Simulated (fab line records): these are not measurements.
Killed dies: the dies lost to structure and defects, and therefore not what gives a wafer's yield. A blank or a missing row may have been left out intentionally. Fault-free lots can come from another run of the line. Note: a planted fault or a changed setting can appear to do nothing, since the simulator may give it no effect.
Code-filled problem report in 8D (eight disciplines) form | flow n5-finfet | the parts of the form that need people (team, actions taken, sign-off) are left out

1. THE ISSUE
Wafers without a fault read 1499.8 rpm, standard deviation 0.85; spin-speed-rpm at N5_HKMG_FIN_COAT_41 reads a mean of 1443.0 rpm on 5 wafers belonging to 2 lots. Relative to the usual mean, that is a shift of -67 standard deviations.
The step: time 60 s, resist thk 300 nm.
First seen on wafer L382.3, day 7 08:00, on litho-track-05. The record has a number at this step for 29 wafers belonging to 10 lots. Rule for "out", or "out of limits": more than 4 standard deviations from the usual mean. The other wafers with a number count as sound.

2. WHAT IT IS; WHAT IT IS NOT
question                    | is                     | is not
which readings at this step | spin-speed-rpm         | heater-power-total-W
which lots                  | L382, L383             | L370, L372, L376, L381, L385, L387, L389, L391
which wafers of those lots  | all that have a number | -
read on which tools         | litho-track-05         | litho-track-03, litho-track-04
when                        | from day 7 08:00       | up to then (12 sound wafers); but 12 sound wafers of L385, L387, L389, L391 came after

3. THE SUSPECTS, EACH WITH WHAT RULES IT OUT
Counting: a tool stays on the suspect list if, at a process step up to the reading, it processed all lots that are out and no sound lot following the first of them.
- litho-track-05 at N5_HKMG_FIN_COAT_41 (time 60 s, resist thk 300 nm): kept. It processed each lot that is out, first L382 at day 7 08:00, and no sound lot thereafter; up to then, the last sound lot it processed was L381 at day 7 00:44. Its own spin-speed-rpm readings are out on those wafers.
After counting, what remains is litho-track-05 at N5_HKMG_FIN_COAT_41.

4. THE CAUSE (what the simulator had put in)
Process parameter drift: litho-track-05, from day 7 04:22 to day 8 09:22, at N5_HKMG_FIN_COAT_41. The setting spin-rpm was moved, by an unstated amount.
Counting left only this tool.

5. THE CHAIN OF EFFECTS, in route order
Each row: a reading where the mean over the struck wafers with a number is more than 3 standard deviations away from the usual. Only readings for which the record gives a usual standard deviation are gone through. hours: the time from each lot's start at the first step in this table that gives one to its start at this step, as a median over the lots. sigmas: the change in usual standard deviations.
hours | step                | reading        | usual      | on struck wafers | change | sigmas
0     | N5_HKMG_FIN_COAT_41 | spin-speed-rpm | 1499.8 rpm | 1443.0           | -56.8  | -67
Process steps it contains:
- N5_HKMG_FIN_COAT_41: time 60 s, resist thk 300 nm.
Later steps that measure or inspect, where all struck wafers having a row at the step show a number for every such reading and not one has moved that far: N5_HKMG_FIN_OVL_MEAS_50, N5_BEOL_M4_RC_MEAS_101.

6. HOW IT WOULD HAVE BEEN CAUGHT EARLIER
4 hours passed between the start of the fault at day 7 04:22 and the first reading out of limits in this record, taken at day 7 08:00.
